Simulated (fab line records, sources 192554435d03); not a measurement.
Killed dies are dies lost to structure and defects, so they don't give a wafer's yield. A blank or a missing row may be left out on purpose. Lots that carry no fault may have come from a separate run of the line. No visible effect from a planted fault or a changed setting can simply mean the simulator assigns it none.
fab line records | flow n5Finfet
record: lots: 24 wafers: 72 lastDay: 17
route steps=1938 shown BEOL_M1@768
lots that met no fault: taken from a fault-free run of the same line
startH: the number of hours between the record's first day and the start of the first shown wafer of the lot | waitH: time in hours since the lot's previous step | " as in the row above | L1.1+2: one row covering several wafers at once | - either no value or no given start | * or withheld: withheld | < > ~ a bound
route shown NAME@n: names a module that has steps shown in the file, with the first one's number in the route | usual: mean/standard deviation of fault-free wafers | same: alike in all rows | chamber/n: place in a boat | sites: each site's reading | _std_site: standard deviation across them | _edge_site: mean of outer sites minus mean of inner sites | radiusMm: for every site, how far away it sits from the centre of the wafer | mask NAME#n: copy n | behind: the most recent tool/chamber to have shaped the wafer | hold: why the lot went on hold/how many hours it stayed there/how the hold came to an end | device: transistor that didn't switch, given as n, p or np | end of line: the tests these same wafers got at the end of their route | a step with no rows: only its recipe | killed: dies that structure and defects cost at the first sort, which is not the same as the wafer's yield | map: dies across one wafer; x = killed, . = not, _ = none there
set.NAME: the setting the step ran with; set.NAME@STEP: the setting that earlier step ran with | model.NAME: the simulator's own value behind a step, which no gauge read
route steps across a sampled set of lots; one table per step, one row per wafer
services: when a tool's chamber went out of use (startH, in hours from the record's first day, below 0 if earlier), for how many hours, and the reason
== steps ==
step: N5_BEOL_M1_ETCH_74
recipe: chemistry: N2/H2 target: underlayer targetDepthA: 65 maskMaterial: CAR-EUV timeS: 5.2 ionEnergyEv: 200 pressureMtorr: 30 sourceW: 840 biasW: 150 n2FlowSccm: 200 h2FlowSccm: 200 ends: cleared
usual: drypumpMotorCurrentA: 5.6/0.43 etchRfOnTimeS: 5.20/0.11 oesProductAu: 0.64/0.065 rfVppV: 524.0/2.6 showerheadPlenumPTorr: 2.54/0.086 throttleValvePct: 17.93/0.27
columns lot.wafer tool chamber startH waitH drypumpMotorCurrentA etchRfOnTimeS oesProductAu rfHoursCounterH rfVppV showerheadPlenumPTorr throttleValvePct
L074.3 rieDiel-01 1 122.88 0.0 6.0 4.99 0.79 17 524.9 2.58 17.41
L074.5 " 1 " " 6.0 5.00 0.81 - 525.3 2.58 17.41
L074.6 " 0 " " 5.3 5.27 0.59 - 525.2 2.60 18.18
L075.3 rieDiel-03 3 127.20 0.0 5.2 5.21 0.65 162 526.4 2.64 17.83
L075.4 " 0 " " 5.7 5.27 0.63 134 528.2 2.67 18.14
L075.6 " 0 " " 5.6 5.36 0.62 - 527.9 2.67 18.13
L076.3 rieDiel-04 0 140.20 0.0 4.7 5.14 0.60 186 521.4 2.43 18.20
L076.4 " 2 " " 5.8 5.30 0.61 - 525.3 2.64 17.51
L076.6 " 0 " " 4.7 5.17 0.60 - 523.1 2.43 18.19
L077.2 rieDiel-04 0 144.46 0.0 4.7 5.06 0.60 188 520.6 2.43 18.18
L077.5 " 2 " " 5.8 5.24 0.62 - 526.4 2.64 17.50
L077.6 " 1 " " 6.1 5.16 0.58 - 521.8 2.50 18.04
L078.1 rieDiel-04 1 153.67 0.0 6.1 5.04 0.58 257 523.6 2.50 18.04
L078.3 " 2 " " 5.8 5.22 0.62 172 527.1 2.64 17.51
L078.6 " 2 " " 5.7 5.18 0.62 - 527.4 2.64 17.53
L079.1 rieDiel-04 2 157.11 0.0 5.7 5.28 0.62 174 525.4 2.64 17.54
L079.3 " 0 " " 4.7 5.11 0.60 194 521.2 2.42 18.21
L079.5 " 3 " " 6.0 5.08 0.63 - 525.6 2.51 18.22
L080.1 rieDiel-04 0 161.89 0.0 4.7 5.06 0.60 195 519.0 2.42 18.23
L080.2 " 3 " " 5.9 5.13 0.62 212 520.3 2.51 18.22
L080.4 " 0 " " 4.7 5.09 0.60 - 520.7 2.42 18.21
L081.2 rieDiel-04 0 166.28 0.0 4.7 5.06 0.60 197 522.1 2.42 18.20
L081.5 " 2 " " 5.7 5.25 0.62 - 524.9 2.64 17.55
L081.6 " 3 " " 5.9 5.14 0.62 - 522.9 2.51 18.23
L082.1 rieDiel-03 3 170.97 0.0 5.2 5.05 0.64 175 531.3 2.63 17.88
L082.2 " 0 " " 5.7 5.26 0.63 147 528.8 2.67 18.15
L082.3 " 2 " " 5.5 5.16 0.65 163 521.3 2.43 18.11
L083.3 rieDiel-03 2 179.45 0.0 5.5 5.27 0.63 165 521.5 2.43 18.11
L083.4 " 3 " " 5.2 5.16 0.64 178 523.4 2.63 17.88
L083.5 " 0 " " 5.7 5.30 0.62 - 528.6 2.67 18.17
L084.3 rieDiel-03 0 182.89 0.0 5.7 5.35 0.61 150 525.2 2.67 18.17
L084.4 " 1 " " 5.8 5.28 0.63 181 523.7 2.52 18.02
L084.6 " 3 " " 5.3 5.16 0.64 - 525.5 2.63 17.89
L086.2 rieDiel-01 2 196.37 0.0 6.3 5.22 0.62 168 522.4 2.54 18.05
L086.3 " 1 " " 6.0 5.05 0.76 38 526.5 2.57 17.42
L086.5 " 2 " " 6.2 5.30 0.62 - 524.0 2.54 18.07
L085.2 rieDiel-04 3 196.98 0.0 6.0 5.14 0.61 224 522.4 2.51 18.25
L085.4 " 1 " " 6.1 5.08 0.84 5 522.5 2.50 17.56
L085.5 " 2 " " 5.7 5.26 0.59 - 527.6 2.63 17.51
L087.3 rieDiel-04 2 201.98 0.0 5.7 5.26 0.61 190 527.5 2.63 17.55
L087.4 " 1 " " 6.1 5.03 0.84 7 525.1 2.50 17.61
L087.5 " 3 " " 6.0 5.15 0.60 - 525.0 2.51 18.23
L088.1 rieDiel-03 2 209.34 0.0 5.4 5.30 0.63 177 521.1 2.42 18.12
L088.3 " 3 " " 5.3 5.21 0.63 190 527.6 2.62 17.90
L088.5 " 2 " " 5.5 5.28 0.63 - 522.5 2.42 18.13
L089.1 rieDiel-03 2 213.90 0.0 5.5 5.25 0.63 178 523.0 2.42 18.12
L089.5 " 0 " " 5.7 5.33 0.61 - 525.1 2.66 18.17
L089.6 " 3 " " 5.3 5.23 0.63 - 526.6 2.62 17.91
L090.2 rieDiel-01 0 224.02 0.0 5.3 5.07 0.83 6 522.6 2.59 17.81
L090.5 " 1 " " 6.1 5.13 0.75 - 524.6 2.57 17.44
L090.6 " 2 " " 6.2 5.32 0.60 - 524.2 2.53 18.06
L091.1 rieDiel-03 0 225.71 0.0 5.7 5.38 0.61 161 525.2 2.66 18.18
L091.2 " 3 " " 5.3 5.21 0.63 195 526.7 2.62 17.90
L091.6 " 3 " " 5.3 5.21 0.61 - 527.0 2.62 17.89
L092.1 rieDiel-03 0 233.62 0.0 5.7 5.35 0.60 163 526.2 2.66 18.19
L092.3 " 1 " " 5.8 5.33 0.61 199 526.7 2.52 18.02
L092.4 " 3 " " 5.2 5.22 0.63 198 525.6 2.62 17.90
L093.2 rieDiel-03 0 237.72 0.0 5.7 5.33 0.61 165 527.2 2.66 18.21
L093.4 " 1 " " 5.7 5.24 0.62 200 522.7 2.51 18.06
L093.5 " 1 " " 5.7 5.27 0.62 - 521.8 2.52 18.04
L094.1 rieDiel-01 1 242.95 0.0 6.0 4.99 0.76 49 523.5 2.57 17.44
L094.2 " 3 " " 5.8 5.28 0.61 198 520.6 2.43 17.85
L094.3 " 2 " " 6.2 5.26 0.61 186 521.6 2.53 18.07
L095.2 rieDiel-01 2 247.18 0.0 6.3 5.30 0.60 188 525.4 2.53 18.07
L095.3 " 0 " " 5.3 4.98 0.83 13 527.0 2.59 17.79
L095.5 " 0 " " 5.3 5.01 0.81 - 525.9 2.59 17.80
L096.2 rieDiel-01 1 254.08 0.0 6.0 5.08 0.73 53 524.1 2.57 17.48
L096.4 " 0 " " 5.3 5.04 0.82 15 524.2 2.59 17.80
L096.5 " 1 " " 6.0 5.11 0.73 - 525.9 2.57 17.45
L097.1 rieDiel-04 0 257.38 0.0 4.7 5.25 0.58 226 520.7 2.41 18.25
L097.3 " 1 " " 6.1 5.10 0.79 26 519.8 2.49 17.59
L097.5 " 2 " " 5.7 5.34 0.59 - 527.0 2.62 17.56
step: N5_BEOL_M1_ETCH_77
recipe: chemistry: N2/H2 target: underlayer targetDepthA: 65 maskMaterial: CAR-EUV timeS: 5.2 ionEnergyEv: 200 pressureMtorr: 30 sourceW: 840 biasW: 150 n2FlowSccm: 200 h2FlowSccm: 200 ends: cleared
usual: drypumpMotorCurrentA: 5.7/0.35 etchRfOnTimeS: 5.23/0.099 oesProductAu: 0.64/0.061 rfVppV: 524.0/2.7 showerheadPlenumPTorr: 2.54/0.085 throttleValvePct: 17.96/0.23
columns lot.wafer tool chamber startH waitH drypumpMotorCurrentA etchRfOnTimeS oesProductAu rfHoursCounterH rfVppV showerheadPlenumPTorr throttleValvePct
L074.3 rieDiel-03 3 123.94 0.0 5.2 5.13 0.65 162 529.0 2.64 17.85
L074.5 " 1 " " 5.8 5.23 0.65 - 522.8 2.53 17.97
L074.6 " 0 " " 5.6 5.30 0.62 - 527.7 2.67 18.10
L075.3 rieDiel-03 0 128.14 0.0 5.6 5.24 0.63 134 527.4 2.67 18.14
L075.4 " 3 " " 5.2 5.04 0.65 162 527.3 2.64 17.83
L075.6 " 1 " " 5.8 5.20 0.64 - 522.5 2.53 17.96
L076.3 rieDiel-03 2 141.08 0.0 5.5 5.22 0.65 154 520.6 2.43 18.08
L076.4 " 1 " " 5.7 5.24 0.64 170 525.8 2.53 17.99
L076.6 " 3 " " 5.3 5.14 0.65 - 525.8 2.63 17.86
L077.2 rieDiel-03 2 145.53 0.0 5.5 5.20 0.65 155 519.9 2.43 18.08
L077.5 " 3 " " 5.2 5.18 0.64 - 525.0 2.63 17.84
L077.6 " 0 " " 5.6 5.31 0.62 - 525.1 2.67 18.16
L078.1 rieDiel-04 0 155.08 0.0 4.7 5.12 0.60 193 521.4 2.42 18.19
L078.3 " 2 " " 5.7 5.35 0.61 173 529.1 2.64 17.52
L078.6 " 0 " " 4.7 5.10 0.60 - 520.5 2.42 18.17
L079.1 rieDiel-03 0 158.14 0.0 5.6 5.31 0.62 143 527.7 2.67 18.14
L079.3 " 2 " " 5.5 5.20 0.63 159 519.9 2.43 18.09
L079.5 " 1 " " 5.7 5.30 0.63 - 524.2 2.53 17.99
L080.1 rieDiel-03 1 162.76 0.0 5.8 5.20 0.64 176 524.0 2.53 17.99
L080.2 " 0 " " 5.6 5.26 0.62 145 528.5 2.67 18.17
L080.4 " 3 " " 5.2 5.11 0.65 173 525.9 2.63 17.87
L081.2 rieDiel-03 3 167.15 0.0 5.3 5.20 0.65 174 526.3 2.63 17.86
L081.5 " 1 " " 5.8 5.25 0.64 - 524.5 2.52 17.98
L081.6 " 2 " " 5.5 5.21 0.64 - 520.1 2.43 18.11
L082.1 rieDiel-01 0 171.84 0.0 5.3 5.27 0.59 246 525.3 2.60 18.18
L082.2 " 1 " " 6.0 5.09 0.77 30 525.4 2.58 17.41
L082.3 " 2 " " 6.3 5.28 0.63 161 522.6 2.54 18.06
L083.3 rieDiel-03 2 180.45 0.0 5.5 5.24 0.64 165 518.8 2.43 18.12
L083.4 " 3 " " 5.2 5.13 0.64 178 527.6 2.63 17.86
L083.5 " 0 " " 5.7 5.38 0.62 - 526.9 2.67 18.16
L084.3 rieDiel-03 2 183.85 0.0 5.5 5.20 0.63 166 520.4 2.43 18.13
L084.4 " 2 " " 5.5 5.19 0.64 - 522.1 2.43 18.10
L084.6 " 3 " " 5.3 5.13 0.64 - 525.0 2.63 17.88
L086.2 rieDiel-01 2 197.38 0.0 6.2 5.24 0.63 169 524.2 2.54 18.07
L086.3 " 3 " " 5.8 5.31 0.62 182 519.0 2.43 17.82
L086.5 " 3 " " 5.8 5.29 0.61 - 520.5 2.43 17.83
L085.2 rieDiel-01 2 197.90 0.0 6.3 5.31 0.62 169 524.0 2.54 18.06
L085.4 " 3 " " 5.8 5.39 0.61 - 521.4 2.43 17.83
L085.5 " 2 " " 6.3 5.37 0.62 - 525.7 2.54 18.04
L087.3 rieDiel-03 2 202.98 0.0 5.5 5.25 0.63 174 521.5 2.43 18.09
L087.4 " 1 " " 5.8 5.26 0.63 190 521.8 2.52 18.02
L087.5 " 0 " " 5.6 5.34 0.61 - 526.4 2.66 18.17
L088.1 rieDiel-03 1 210.58 0.0 5.8 5.28 0.62 192 523.8 2.52 18.05
L088.3 " 2 " " 5.5 5.26 0.63 177 519.2 2.42 18.13
L088.5 " 2 " " 5.5 5.30 0.62 - 519.7 2.42 18.15
L089.1 rieDiel-01 2 214.87 0.0 6.2 5.29 0.62 177 523.6 2.54 18.07
L089.5 " 3 " " 5.8 5.38 0.60 - 519.3 2.43 17.86
L089.6 " 2 " " 6.3 5.27 0.62 - 525.1 2.54 18.04
L090.2 rieDiel-01 2 225.05 0.0 6.3 5.27 0.62 180 524.5 2.53 18.07
L090.5 " 1 " " 6.0 5.05 0.75 - 522.7 2.57 17.42
L090.6 " 0 " " 5.3 5.08 0.83 - 527.2 2.59 17.79
L091.1 rieDiel-04 1 226.59 0.0 6.1 5.05 0.80 16 520.1 2.49 17.59
L091.2 " 0 " " 4.7 5.21 0.58 217 521.5 2.41 18.25
L091.6 " 2 " " 5.7 5.34 0.60 - 526.6 2.63 17.57
L092.1 rieDiel-04 0 234.62 0.0 4.7 5.10 0.59 220 519.9 2.41 18.25
L092.3 " 2 " " 5.8 5.31 0.60 200 524.0 2.63 17.57
L092.4 " 3 " " 6.0 5.13 0.61 235 523.7 2.50 18.25
L093.2 rieDiel-03 2 238.72 0.0 5.5 5.26 0.62 186 520.1 2.42 18.14
L093.4 " 3 " " 5.3 5.27 0.62 200 526.2 2.62 17.94
L093.5 " 1 " " 5.8 5.28 0.62 - 522.3 2.52 18.05
L094.1 rieDiel-04 2 243.82 0.0 5.7 5.39 0.59 204 529.3 2.63 17.55
L094.2 " 1 " " 6.1 5.12 0.78 21 522.3 2.49 17.58
L094.3 " 3 " " 6.0 5.21 0.60 239 523.2 2.50 18.26
L095.2 rieDiel-03 1 248.17 0.0 5.8 5.28 0.61 203 524.3 2.51 18.03
L095.3 " 0 " " 5.7 5.38 0.59 168 527.9 2.66 18.20
L095.5 " 3 " " 5.3 5.20 0.63 - 524.7 2.62 17.93
L096.2 rieDiel-01 0 255.08 0.0 5.3 5.03 0.81 15 524.9 2.59 17.78
L096.4 " 3 " " 5.8 5.35 0.60 202 521.1 2.43 17.86
L096.5 " 1 " " 6.0 5.09 0.74 - 523.7 2.57 17.46
L097.1 rieDiel-04 1 258.48 0.0 6.1 5.08 0.78 26 523.6 2.49 17.61
L097.3 " 2 " " 5.8 5.37 0.59 209 526.6 2.62 17.59
L097.5 " 0 " " 4.7 5.21 0.59 - 518.8 2.41 18.24
step: N5_BEOL_M1_STRIP_36
recipe: chemistry: N2/H2 powerW: 450 tempC: 40 pressureMtorr: 20 rfFrequencyHz: 6e+07 overashFraction: 0.3 biasPowerW: 7 h2Frac: 0.5 n2FlowSccm: 200 h2FlowSccm: 200
usual: drypumpMotorCurrentA: 5.7/0.4 oesProductAu: 0.75/0.076 rfVppV: 59.1/1.5 showerheadPlenumPTorr: 2.53/0.08 throttleValvePct: 23.7/0.3
columns lot.wafer tool chamber startH waitH drypumpMotorCurrentA oesProductAu rfHoursCounterH rfVppV showerheadPlenumPTorr throttleValvePct
L074.3 rieDiel-01 3 131.78 0.0 5.8 0.74 160 58.1 2.44 23.5
L074.5 " 2 " " 6.3 0.74 - 57.0 2.54 23.8
L074.6 " 3 " " 5.8 0.76 - 59.3 2.44 23.6
L075.3 rieDiel-03 0 131.86 0.0 5.6 0.74 135 58.3 2.67 23.9
L075.4 " 2 " " 5.5 0.76 150 59.5 2.43 23.9
L075.6 " 1 " " 5.7 0.74 - 58.5 2.53 23.9
L076.3 rieDiel-01 3 143.71 0.0 5.8 0.74 165 60.9 2.44 23.6
L076.4 " 0 " " 5.3 0.70 - 59.9 2.60 23.9
L076.6 " 3 " " 5.8 0.74 - 58.9 2.44 23.5
L077.2 rieDiel-03 3 146.23 0.0 5.2 0.75 167 58.9 2.63 23.3
L077.5 " 1 " " 5.8 0.74 - 59.8 2.52 23.9
L077.6 " 0 " " 5.7 0.75 - 62.4 2.67 23.9
L078.1 rieDiel-01 1 155.85 0.0 6.0 0.88 26 60.4 2.57 23.2
L078.3 " 3 " " 5.8 0.74 169 57.9 2.43 23.5
L078.6 " 2 " " 6.3 0.73 - 61.0 2.54 23.8
L079.1 rieDiel-01 1 162.15 0.0 6.0 0.89 28 59.7 2.57 23.2
L079.3 " 2 " " 6.3 0.74 158 60.2 2.54 23.8
L079.5 " 2 " " 6.3 0.72 - 61.8 2.54 23.8
L080.1 rieDiel-01 2 164.32 0.0 6.3 0.73 159 60.3 2.54 23.8
L080.2 " 3 " " 5.8 0.74 172 59.4 2.43 23.5
L080.4 " 0 " " 5.3 0.69 243 61.3 2.59 23.9
L081.2 rieDiel-04 3 167.57 0.0 5.9 0.72 214 60.3 2.51 23.9
L081.5 " 0 " " 4.7 0.69 - 58.9 2.42 24.2
L081.6 " 2 " " 5.8 0.73 - 60.4 2.63 23.2
L082.1 rieDiel-01 3 178.78 0.0 5.8 0.74 175 58.2 2.43 23.6
L082.2 " 1 " " 6.0 0.88 32 59.1 2.57 23.2
L082.3 " 2 " " 6.2 0.75 162 54.9 2.54 23.8
L083.3 rieDiel-01 3 181.54 0.0 5.8 0.73 176 58.2 2.43 23.5
L083.4 " 0 " " 5.3 0.69 248 58.5 2.59 23.9
L083.5 " 0 " " 5.2 0.69 - 58.5 2.59 23.9
L084.3 rieDiel-01 0 184.63 0.0 5.3 0.69 249 63.0 2.59 23.9
L084.4 " 3 " " 5.8 0.73 177 58.2 2.43 23.5
L084.6 " 1 " " 6.0 0.89 - 58.6 2.57 23.2
L086.2 rieDiel-04 0 197.84 0.0 4.7 0.69 208 58.3 2.41 24.2
L086.3 " 3 " " 6.0 0.71 224 57.8 2.50 23.9
L086.5 " 1 " " 6.0 0.98 - 57.9 2.49 23.4
L085.2 rieDiel-04 0 201.27 0.0 4.7 0.70 209 56.9 2.41 24.2
L085.4 " 1 " " 6.1 0.97 7 60.0 2.49 23.4
L085.5 " 2 " " 5.7 0.72 - 59.9 2.63 23.2
L087.3 rieDiel-03 2 209.75 0.0 5.5 0.72 177 60.5 2.42 23.9
L087.4 " 0 " " 5.7 0.73 156 57.4 2.66 23.9
L087.5 " 2 " " 5.5 0.73 - 57.2 2.42 23.9
L088.1 rieDiel-03 0 212.73 0.0 5.6 0.72 156 60.3 2.66 23.9
L088.3 " 1 " " 5.8 0.73 192 58.1 2.51 24.0
L088.5 " 1 " " 5.8 0.74 - 60.2 2.51 23.9
L089.1 rieDiel-04 1 217.61 0.0 6.1 0.95 12 59.6 2.49 23.4
L089.5 " 3 " " 5.9 0.71 - 57.6 2.50 23.9
L089.6 " 2 " " 5.8 0.72 - 58.2 2.63 23.2
L090.2 rieDiel-04 0 225.50 0.0 4.7 0.68 217 58.6 2.41 24.2
L090.5 " 3 " " 5.9 0.70 - 59.1 2.50 23.9
L090.6 " 0 " " 4.7 0.68 - 56.9 2.41 24.2
L091.1 rieDiel-03 0 232.42 0.0 5.7 0.71 163 58.8 2.66 23.9
L091.2 " 1 " " 5.7 0.72 198 60.4 2.51 23.9
L091.6 " 2 " " 5.5 0.72 - 61.7 2.42 24.0
L092.1 rieDiel-04 1 236.29 0.0 6.1 0.94 19 59.1 2.49 23.4
L092.3 " 3 " " 6.0 0.70 236 56.4 2.50 23.9
L092.4 " 0 " " 4.7 0.68 221 59.8 2.41 24.2
L093.2 rieDiel-03 1 245.22 0.0 5.8 0.73 202 58.1 2.51 24.0
L093.4 " 0 " " 5.7 0.73 - 57.6 2.66 24.0
L093.5 " 2 " " 5.5 0.72 - 59.5 2.42 24.0
L094.1 rieDiel-01 0 245.70 0.0 5.3 0.97 13 59.6 2.58 23.6
L094.2 " 3 " " 5.8 0.72 199 60.7 2.42 23.6
L094.3 " 1 " " 6.0 0.86 51 56.6 2.56 23.3
L095.2 rieDiel-01 1 249.61 0.0 6.0 0.85 51 58.1 2.56 23.3
L095.3 " 3 " " 5.8 0.72 200 56.9 2.42 23.6
L095.5 " 0 " " 5.3 0.94 - 58.7 2.58 23.6
L096.2 rieDiel-03 3 259.71 0.0 5.3 0.73 205 60.5 2.61 23.4
L096.4 " 2 " " 5.5 0.72 194 56.9 2.41 24.0
L096.5 " 1 " " 5.7 0.71 - 61.1 2.51 24.0
L097.1 rieDiel-03 0 260.17 0.0 5.7 0.72 171 61.5 2.65 24.0
L097.3 " 3 " " 5.2 0.72 205 61.5 2.61 23.4
L097.5 " 0 " " 5.7 0.71 - 60.4 2.65 23.9
step: N5_BEOL_M1_DEGAS_44
recipe: ambient: vacuum tempC: 250 timeS: 60
usual: heaterPowerW: 320/23
columns lot.wafer tool chamber startH waitH heaterPowerW
L074.3 pvdSputter-01 - 132.48 0.4 326
L074.5 " - " " 337
L074.6 " - " " 304
L075.3 pvdSputter-01 - 132.56 0.4 318
L075.4 " - " " 330
L075.6 " - " " 301
L076.3 pvdSputter-01 - 144.55 0.5 307
L076.4 " - " " 327
L076.6 " - " " 307
L077.2 pvdSputter-03 - 147.20 0.6 341
L077.5 " - " " 327
L077.6 " - " " 292
L078.1 pvdSputter-03 - 156.44 0.2 353
L078.3 " - " " 368
L078.6 " - " " 320
L079.1 pvdSputter-03 - 162.71 0.2 349
L079.3 " - " " 355
L079.5 " - " " 279
L080.1 pvdSputter-03 - 164.99 0.3 329
L080.2 " - " " 358
L080.4 " - " " 341
L081.2 pvdSputter-03 - 168.03 0.1 339
L081.5 " - " " 368
L081.6 " - " " 340
L082.1 pvdSputter-01 - 179.17 0.0 307
L082.2 " - " " 319
L082.3 " - " " 339
L083.3 pvdSputter-02 - 182.41 0.5 317
L083.4 " - " " 292
L083.5 " - " " 312
L084.3 pvdSputter-02 - 185.15 0.2 286
L084.4 " - " " 326
L084.6 " - " " 319
L086.2 pvdSputter-03 - 198.43 0.1 288
L086.3 " - " " 323
L086.5 " - " " 347
L085.2 pvdSputter-02 - 202.21 0.6 289
L085.4 " - " " 338
L085.5 " - " " 314
L087.3 pvdSputter-01 - 210.29 0.2 325
L087.4 " - " " 336
L087.5 " - " " 340
L088.1 pvdSputter-02 - 213.23 0.2 292
L088.3 " - " " 293
L088.5 " - " " 316
L089.1 pvdSputter-03 - 218.40 0.4 318
L089.5 " - " " 376
L089.6 " - " " 290
L090.2 pvdSputter-03 - 225.90 0.0 294
L090.5 " - " " 292
L090.6 " - " " 322
L091.1 pvdSputter-01 - 232.92 0.1 320
L091.2 " - " " 334
L091.6 " - " " 337
L092.1 pvdSputter-02 - 236.96 0.2 323
L092.3 " - " " 287
L092.4 " - " " 318
L093.2 pvdSputter-01 - 246.04 0.5 337
L093.4 " - " " 333
L093.5 " - " " 327
L094.1 pvdSputter-01 - 246.36 0.3 307
L094.2 " - " " 313
L094.3 " - " " 317
L095.2 pvdSputter-01 - 250.54 0.6 332
L095.3 " - " " 323
L095.5 " - " " 342
L096.2 pvdSputter-02 - 260.57 0.5 296
L096.4 " - " " 315
L096.5 " - " " 289
L097.1 pvdSputter-02 - 260.83 0.3 291
L097.3 " - " " 286
L097.5 " - " " 308
step: N5_BEOL_M1_PRE_CLEAN_45
recipe: gas: H2/He timeS: 30 tempC: 250
usual: heaterPowerW: 319/23
columns lot.wafer tool chamber startH waitH heaterPowerW
L074.3 pvdSputter-01 - 132.52 0.0 322
L074.5 " - " " 328
L074.6 " - " " 303
L075.3 pvdSputter-01 - 132.60 0.0 318
L075.4 " - " " 338
L075.6 " - " " 296
L076.3 pvdSputter-01 - 144.59 0.0 300
L076.4 " - " " 326
L076.6 " - " " 299
L077.2 pvdSputter-03 - 147.24 0.0 344
L077.5 " - " " 328
L077.6 " - " " 291
L078.1 pvdSputter-03 - 156.48 0.0 346
L078.3 " - " " 363
L078.6 " - " " 318
L079.1 pvdSputter-03 - 162.75 0.0 348
L079.3 " - " " 372
L079.5 " - " " 289
L080.1 pvdSputter-03 - 165.03 0.0 328
L080.2 " - " " 378
L080.4 " - " " 346
L081.2 pvdSputter-03 - 168.07 0.0 347
L081.5 " - " " 365
L081.6 " - " " 349
L082.1 pvdSputter-01 - 179.21 0.0 297
L082.2 " - " " 320
L082.3 " - " " 334
L083.3 pvdSputter-02 - 182.45 0.0 309
L083.4 " - " " 280
L083.5 " - " " 318
L084.3 pvdSputter-02 - 185.19 0.0 295
L084.4 " - " " 328
L084.6 " - " " 322
L086.2 pvdSputter-03 - 198.47 0.0 282
L086.3 " - " " 319
L086.5 " - " " 349
L085.2 pvdSputter-02 - 202.25 0.0 293
L085.4 " - " " 314
L085.5 " - " " 317
L087.3 pvdSputter-01 - 210.33 0.0 324
L087.4 " - " " 335
L087.5 " - " " 336
L088.1 pvdSputter-02 - 213.27 0.0 287
L088.3 " - " " 289
L088.5 " - " " 321
L089.1 pvdSputter-03 - 218.44 0.0 330
L089.5 " - " " 357
L089.6 " - " " 305
L090.2 pvdSputter-03 - 225.94 0.0 284
L090.5 " - " " 286
L090.6 " - " " 328
L091.1 pvdSputter-01 - 232.96 0.0 324
L091.2 " - " " 330
L091.6 " - " " 337
L092.1 pvdSputter-02 - 237.00 0.0 328
L092.3 " - " " 290
L092.4 " - " " 307
L093.2 pvdSputter-01 - 246.08 0.0 327
L093.4 " - " " 338
L093.5 " - " " 318
L094.1 pvdSputter-01 - 246.40 0.0 303
L094.2 " - " " 326
L094.3 " - " " 326
L095.2 pvdSputter-01 - 250.58 0.0 323
L095.3 " - " " 320
L095.5 " - " " 329
L096.2 pvdSputter-02 - 260.61 0.0 285
L096.4 " - " " 321
L096.5 " - " " 288
L097.1 pvdSputter-02 - 260.87 0.0 289
L097.3 " - " " 288
L097.5 " - " " 314
step: N5_BEOL_M1_ANNEAL_93
recipe: tempC: 400 timeS: 240 ambient: vacuum
usual: heaterPowerW: 795/57
columns lot.wafer tool chamber startH waitH heaterPowerW
L074.3 pvdSputter-03 - 134.68 0.0 809
L074.5 " - " " 914
L074.6 " - " " 884
L075.3 pvdSputter-01 - 135.00 0.0 805
L075.4 " - " " 742
L075.6 " - " " 785
L076.3 pvdSputter-01 - 146.69 0.0 828
L076.4 " - " " 814
L076.6 " - " " 748
L077.2 pvdSputter-01 - 149.47 0.0 756
L077.5 " - " " 804
L077.6 " - " " 743
L078.1 pvdSputter-01 - 158.58 0.0 814
L078.3 " - " " 812
L078.6 " - " " 826
L079.1 pvdSputter-01 - 165.92 0.0 823
L079.3 " - " " 832
L079.5 " - " " 820
L080.1 pvdSputter-03 - 167.11 0.0 859
L080.2 " - " " 747
L080.4 " - " " 826
L081.2 pvdSputter-01 - 170.06 0.0 812
L081.5 " - " " 824
L081.6 " - " " 830
L082.1 pvdSputter-02 - 181.87 0.0 830
L082.2 " - " " 803
L082.3 " - " " 724
L083.3 pvdSputter-02 - 184.55 0.0 806
L083.4 " - " " 727
L083.5 " - " " 723
L084.3 pvdSputter-02 - 187.21 0.0 717
L084.4 " - " " 813
L084.6 " - " " 790
L086.2 pvdSputter-02 - 200.71 0.0 713
L086.3 " - " " 730
L086.5 " - " " 805
L085.2 pvdSputter-03 - 204.48 0.0 734
L085.4 " - " " 881
L085.5 " - " " 863
L087.3 pvdSputter-02 - 212.23 0.0 722
L087.4 " - " " 782
L087.5 " - " " 719
L088.1 pvdSputter-01 - 215.31 0.0 838
L088.3 " - " " 827
L088.5 " - " " 741
L089.1 pvdSputter-03 - 220.48 0.0 829
L089.5 " - " " 946
L089.6 " - " " 878
L090.2 pvdSputter-03 - 227.93 0.0 732
L090.5 " - " " 729
L090.6 " - " " 830
L091.1 pvdSputter-02 - 234.96 0.0 712
L091.2 " - " " 718
L091.6 " - " " 701
L092.1 pvdSputter-01 - 238.99 0.0 799
L092.3 " - " " 759
L092.4 " - " " 811
L093.2 pvdSputter-02 - 248.10 0.0 783
L093.4 " - " " 816
L093.5 " - " " 717
L094.1 pvdSputter-03 - 249.33 0.0 813
L094.2 " - " " 922
L094.3 " - " " 701
L095.2 pvdSputter-02 - 252.54 0.0 807
L095.3 " - " " 720
L095.5 " - " " 811
L096.2 pvdSputter-02 - 262.73 0.0 719
L096.4 " - " " 785
L096.5 " - " " 780
L097.1 pvdSputter-03 - 262.96 0.0 798
L097.3 " - " " 864
L097.5 " - " " 719
== services ==
columns tool chamber startH hours kind
rieDiel-01 - 103.88 18.9 repair
rieDiel-04 3 109.90 12.2 repair
pvdSputter-02 - 124.06 2.1 repair
rieDiel-04 3 126.58 27.6 repair
rieDiel-01 - 126.93 0.3 repair
rieDiel-04 - 138.91 0.5 repair
rieDiel-04 1 154.34 - clean
rieDiel-04 1 154.34 - consumableReplace:focusRing
rieDiel-04 1 154.34 25.1 scheduledDown
rieDiel-04 1 154.34 25.1 ventCycle
rieDiel-01 0 188.11 - clean
rieDiel-01 0 188.11 - consumableReplace:focusRing
rieDiel-01 0 188.11 20.4 scheduledDown
rieDiel-01 0 188.11 20.4 ventCycle
rieDiel-01 1 203.57 15.6 repair
rieDiel-04 0 241.77 2.9 repair
rieDiel-03 3 243.02 4.6 repair
== key ==
fault none
